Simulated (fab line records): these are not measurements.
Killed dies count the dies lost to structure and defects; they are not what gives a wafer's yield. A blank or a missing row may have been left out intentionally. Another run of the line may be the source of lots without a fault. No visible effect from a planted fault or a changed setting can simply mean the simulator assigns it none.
Matching of chambers	flow n5-finfet	4 sister chambers for N5_BEOL_M15_ETCH_59 on rie-diel-05
The step etches BARC in N2/H2, target depth 89 nm, overetch 26.7 nm, time 67.9 s. 20 wafers are shown with their chamber, then 10 later ones without.

## WAFERS WITH THEIR CHAMBER
wafer	chamber	throttle-valve-pct (%)	showerhead-plenum-p-Torr (Torr)	oes-product-au (a.u.)
L074.1	2	17.79	2.59	0.74
L074.3	1	17.80	2.52	0.62
L074.6	1	17.79	2.52	0.62
L075.1	0	18.27	2.63	0.62
L075.3	3	17.47	2.46	0.74
L075.4	1	17.76	2.51	0.62
L079.1	3	17.47	2.46	0.74
L079.3	0	18.28	2.63	0.61
L079.4	2	17.79	2.59	0.72
L077.1	0	18.29	2.63	0.62
L077.3	2	17.79	2.58	0.73
L077.6	1	17.78	2.51	0.61
L080.2	1	17.78	2.51	0.62
L080.4	3	17.48	2.46	0.73
L080.5	2	17.81	2.58	0.71
L082.1	1	17.80	2.51	0.61
L082.3	0	18.30	2.63	0.60
L082.5	0	18.29	2.63	0.61
L088.1	2	17.84	2.58	0.71
L088.4	0	18.33	2.62	0.60

SIGNATURES (averages over the wafers above)
reading	chamber 0	chamber 1	chamber 2	chamber 3	scatter within a chamber
throttle-valve-pct	18.2933	17.7850	17.8040	17.4733	0.0181
showerhead-plenum-p-Torr	2.6283	2.5133	2.5840	2.4600	0.00459
oes-product-au	0.6100	0.6167	0.7220	0.7367	0.00894
Rule: for a wafer and a chamber, the distance is found by dividing, reading by reading, the gap between the wafer's reading and the chamber's mean by the reading's scatter, squaring, summing and taking the root. If the next closest chamber is less than 2 further off than the closest, the wafer can't be placed; otherwise it belongs to the closest. The scatter: the root of (the sum of the squares of (reading less its chamber's mean) over the shown wafers, divided by (wafers less chambers)).

## WAFERS WITHOUT THEIR CHAMBER
wafer	throttle-valve-pct (%)	showerhead-plenum-p-Torr (Torr)	oes-product-au (a.u.)
L088.5	17.82	2.58	0.70
L090.1	17.83	2.50	0.61
L090.3	18.33	2.62	0.60
L090.5	18.33	2.62	0.59
L093.3	17.50	2.45	0.71
L093.4	17.85	2.50	0.60
L093.6	18.33	2.62	0.60
L097.1	17.85	2.57	0.70
L097.2	18.34	2.61	0.59
L097.3	17.54	2.45	0.70

## WHICH CHAMBER EACH ONE RAN IN
wafer	from the rows above	in truth
L088.5	2	2
L090.1	1	1
L090.3	0	0
L090.5	0	0
L093.3	3	3
L093.4	1	1
L093.6	0	0
L097.1	2	2
L097.2	0	0
L097.3	3	3
Placed correctly: 10 of 10. Not placeable from these rows: 0. Wrongly placed: 0.
